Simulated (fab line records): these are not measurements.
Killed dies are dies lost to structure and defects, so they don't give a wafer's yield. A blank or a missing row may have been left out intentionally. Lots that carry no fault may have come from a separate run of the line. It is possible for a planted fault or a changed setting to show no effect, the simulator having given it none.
The tool behind it: which one? ; flow n5-finfet ; 8 lots with 22 wafers sampled at 5 steps, on a route of 1938 steps

## WHAT EACH GAUGE READ, for each wafer
N5_BEOL_M0_SAQP_INSPECT_16: inspects for defects (brightfield).
lot;measured;on;raw-defect-count
L107;day 6 11:18;defect-inspect-02;700 474 510
L108;day 6 18:24;defect-inspect-02;435 262 582
L109;day 7 02:32;defect-inspect-02;608 486
L120;day 9 16:53;defect-inspect-02;483 742 646
L122;day 10 02:28;defect-inspect-02;1677 1773 1641
L124;day 10 23:41;defect-inspect-01;1927 2067 1929
L125;day 11 01:16;defect-inspect-01;452 716 442
L126;day 11 06:52;defect-inspect-02;632 501

## WHAT TOOL EACH LOT RAN ON (gives the tool, then ch and the chambers of the sampled wafers, and finally the start)
lot;N5_MOL_CONTACT_COAG_ETCH_124;N5_MOL_CONTACT_COAG_CMP_52;N5_BEOL_M0_SAQP_PECVD_00;N5_BEOL_M0_SAQP_PECVD_03
L107;rie-diel-02 ch 0,2,3, day 6 03:38;cmp-03 ch 2,3, day 6 04:26;pecvd-03 ch 0,1,2, day 6 08:07;pecvd-04 ch 0,1, day 6 10:33
L108;rie-diel-04 ch 2,3, day 6 12:14;cmp-04 ch 1,3, day 6 13:07;pecvd-02 ch 0,1,2, day 6 16:47;pecvd-04 ch 0,1,2, day 6 17:47
L109;rie-diel-04 ch 0,3, day 6 20:48;cmp-01 ch 1,2, day 6 21:43;pecvd-03 ch 0,2, day 7 01:15;pecvd-02 ch 0,1, day 7 01:48
L120;rie-diel-02 ch 0,1,3, day 9 09:44;cmp-04 ch 0,3, day 9 10:38;pecvd-02 ch 0,1, day 9 14:29;pecvd-03 ch 1,2, day 9 16:07
L122;rie-diel-03 ch 0,3, day 9 19:20;cmp-01 ch 1,2, day 9 20:07;pecvd-03 ch 0,1,2, day 9 23:49;pecvd-04 ch 0,1, day 10 01:43
L124;rie-diel-04 ch 0,1,3, day 10 12:44;cmp-03 ch 0,3, day 10 14:06;pecvd-02 ch 0,2, day 10 20:32;pecvd-04 ch 0,1, day 10 22:55
L125;rie-diel-02 ch 1,3, day 10 19:22;cmp-03 ch 0,1,3, day 10 20:08;pecvd-02 ch 0,1, day 10 23:49;pecvd-03 ch 1,2, day 11 00:31
L126;rie-diel-02 ch 2,3, day 11 00:19;cmp-03 ch 1,2, day 11 01:10;pecvd-02 ch 0, day 11 04:47;pecvd-03 ch 1,2, day 11 06:07
- N5_MOL_CONTACT_COAG_ETCH_124: etches SiNx in CH3F/O2, stops on SiOC, target depth 6.5 nm.
- N5_MOL_CONTACT_COAG_CMP_52: polishes, stops on SiO2, t overpolish 1.5 s, target thk 66.5 nm.
- N5_BEOL_M0_SAQP_PECVD_00: deposits SiCN from 3MS/NH3, target thk 8 nm, time 14 s.
- N5_BEOL_M0_SAQP_PECVD_03: deposits SiCN from 3MS/NH3, target thk 12 nm, time 21.1 s.

## THE ANSWER, worked out from the rows above alone
Rule: what is usual is taken from the lots themselves. Put in order of their means at a reading, lots are off if they are a third of the lots or fewer, leave a main group of 4 or more, and stand apart from it by a gap of 3 or more times the standard deviation of the main group's means; of several such gaps the widest counts. Not used: any main group whose means are identical at the precision the tables above print for the reading. A lot without any number at a reading at which 4 lots or more have one is off too. All remaining lots with rows at the step are treated as sound.
Off at N5_BEOL_M0_SAQP_INSPECT_16 (raw-defect-count): L122, L124. The main group has a mean of 544 with a standard deviation of 59.
A tool fits if, at a process step before that reading, it ran every lot that is off, and no sound lot after the first of them. Gauges at N5_BEOL_M0_SAQP_INSPECT_16: tried the same way as those tools. One fits: pecvd-04 at N5_BEOL_M0_SAQP_PECVD_03. A fault onset in the window from L108 (day 6 17:47, its last sound lot) to L122 (day 10 01:43, its first lot off) fits.

## WHAT THE SIMULATOR HAD PUT IN
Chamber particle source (pecvd-04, N5_BEOL_M0_SAQP_PECVD_03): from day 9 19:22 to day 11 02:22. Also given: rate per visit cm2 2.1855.
Shown lots that were struck: L122, L124. This agrees with what the rule above found.
